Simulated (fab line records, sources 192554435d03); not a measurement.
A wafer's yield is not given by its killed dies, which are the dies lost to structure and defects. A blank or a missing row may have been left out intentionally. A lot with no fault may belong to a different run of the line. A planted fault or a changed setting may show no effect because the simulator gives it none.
Split-lot study	flow n5Finfet	7 lots, 21 wafers read, on a route of 1938 steps

## ON THE SPLIT
At N5_DUMMY_GATE_HM_DEP_06 (deposits SiNx from DCS/NH3, target thk 80 nm, time 5141 s), the setting timeS was moved away from the recipe's 5141 s on 12 of the 21 wafers read, by -6.4% to +14.2%. This setting was run at the recipe's value on the other wafers.

The reading comes from the split's own step.

## THE READING
SiNx_of_DUMMY_GATE_HM_DEP_06.thkNm (the simulator's own value, which no gauge read), in nm, at N5_DUMMY_GATE_HM_DEP_06 (deposits SiNx from DCS/NH3, target thk 80 nm, time 5141 s). There is no usual value for it anywhere in the file. Average 79.6 nm, standard deviation 0.98 nm, over the 9 wafers here run with the recipe.

wafer	tool, chamber at the split	timeS as run, s	against the recipe	SiNx_of_DUMMY_GATE_HM_DEP_06.thkNm, nm	against lot-mates on the recipe
L074.1	-, -	4813	-6.4%	75.4	no lot-mate on the recipe
L074.3	-, -	4813	-6.4%	75.4	no lot-mate on the recipe
L074.4	-, -	4813	-6.4%	75.6	no lot-mate on the recipe
L077.1	-, -	5663	+10.2%	89	no lot-mate on the recipe
L077.2	-, -	5663	+10.2%	89.2	no lot-mate on the recipe
L077.4	-, -	5663	+10.2%	88.8	no lot-mate on the recipe
L080.3	-, -	5141	recipe	80.6	-
L080.4	-, -	5141	recipe	81	-
L080.5	-, -	5141	recipe	80.2	-
L085.2	lpcvd-01, 1/70,1/79	5141	recipe	79.6	-
L085.4	lpcvd-01, 1/70,1/79	5141	recipe	79.6	-
L085.3	lpcvd-01, 1/75	5141	recipe	80.2	-
L092.1	-, -	5141	recipe	78.6	-
L092.2	-, -	5141	recipe	78	-
L092.4	-, -	5141	recipe	78.4	-
L093.1	-, -	5656	+10.0%	86.2	no lot-mate on the recipe
L093.3	-, -	5656	+10.0%	86.8	no lot-mate on the recipe
L093.4	-, -	5656	+10.0%	86.4	no lot-mate on the recipe
L095.1	-, -	5871	+14.2%	91.6	no lot-mate on the recipe
L095.2	-, -	5871	+14.2%	91.2	no lot-mate on the recipe
L095.5	-, -	5871	+14.2%	92	no lot-mate on the recipe
Where a row lists several chambers, the file gives one row for several wafers and doesn't say which wafer went through which chamber.

FIT RESULTS
A straight line over all 21 wafers: SiNx_of_DUMMY_GATE_HM_DEP_06.thkNm changes by +0.793 nm for each +1% of timeS; r = +0.98; the points scatter about the line by 1 nm.
Too few moved wafers with a lot-mate on the recipe to fit a line net of each lot's own level.

## FILE'S OWN FIT
SiNx_of_DUMMY_GATE_HM_DEP_06.thkNm changes by +0.793 nm for each +1% of timeS, r = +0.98.
